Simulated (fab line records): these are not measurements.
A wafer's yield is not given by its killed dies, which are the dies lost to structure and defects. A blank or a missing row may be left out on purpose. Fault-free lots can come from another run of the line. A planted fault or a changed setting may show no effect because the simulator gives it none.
2 desks looking at one fault	flow n5_finfet	each desk has only its own numbers; what lay behind them comes last

== FROM THE METROLOGY DESK ==
What the gauges read for every lot (on any tool): the sampled wafers with a number, averaged. Marked OUT: a lot whose mean sits more than 4 standard deviations from the usual mean, which makes it out of limits; the brackets give that distance. 7 of its 10 readings are shown, namely those furthest out on some lot.
Columns: A = DIBL_N at N5_BEOL_M4_RC_MEAS_101, usual 37.0 mV/V; B = DIBL_P at N5_BEOL_M4_RC_MEAS_101, usual 36.7 mV/V; C = IOFF_N at N5_BEOL_M4_RC_MEAS_101, usual 0.17 nA/um; D = IOFF_P at N5_BEOL_M4_RC_MEAS_101, usual 0.22 nA/um; E = ION_N at N5_BEOL_M4_RC_MEAS_101, usual 672 uA/um; F = ION_P at N5_BEOL_M4_RC_MEAS_101, usual 461 uA/um; G = VT_P at N5_BEOL_M4_RC_MEAS_101, usual -250 mV
lot	first seen here	A	B	C	D	E	F	G
L115	day 10 11:07	36.1	36.9	0.16	0.20	676	461	-253
L117	day 10 23:15	37.2	35.9	0.15	0.22	670	464	-249
L119	day 11 07:30	35.7	36.6	0.14	0.21	661	457	-250
L120	day 11 09:54	36.0	36.3	0.15	0.22	668	467	-250
L118	day 11 13:15	35.1	34.0	0.13	0.17	658	452	-255
This desk's finding: nothing out of limits on any of the 5 lots.

== THE TOOL OWNER'S DESK: litho_track-01 ==
The tool's own readings at N5_BEOL_M4_COAT_22 (resist thk 30 nm): means of the sampled wafers that have a number, for each lot that ran on this tool. Marked OUT: a lot whose mean sits more than 4 standard deviations from the usual mean, which makes it out of limits; the brackets give that distance.
Columns: A = spin_speed_rpm at N5_BEOL_M4_COAT_22, usual 1500.0 rpm
lot	first seen here	A
L115	day 10 01:58	1500.3
L117	day 10 16:25	1627.9 (+99 or more) OUT
L119	day 10 23:25	1628.8 (+99 or more) OUT
L118	day 11 06:57	1630.1 (+99 or more) OUT
This desk's verdict: out of limits on L117, L118, L119, starting with L117 at day 10 16:25 (spin_speed_rpm at N5_BEOL_M4_COAT_22). In limits: L115.

== TAKEN TOGETHER ==
An alarm could have come from the tool owner's desk at day 10 16:25, on L117, L118, L119.
From the metrology desk's view, nothing was out of limits.
The metrology desk holds a record of L117, L118, L119, inside its limits.
The lots listed all ran N5_BEOL_M4_COAT_22 on litho_track-01.

== WHAT THE SIMULATOR HAD INSERTED ==
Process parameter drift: litho_track-01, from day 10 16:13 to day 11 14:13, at N5_BEOL_M4_COAT_22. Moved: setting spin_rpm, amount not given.
Shown lots that were struck: L117, L118, L119.
Hours from the fault's start to each desk's first reading out of limits: the tool owner's desk, 0.
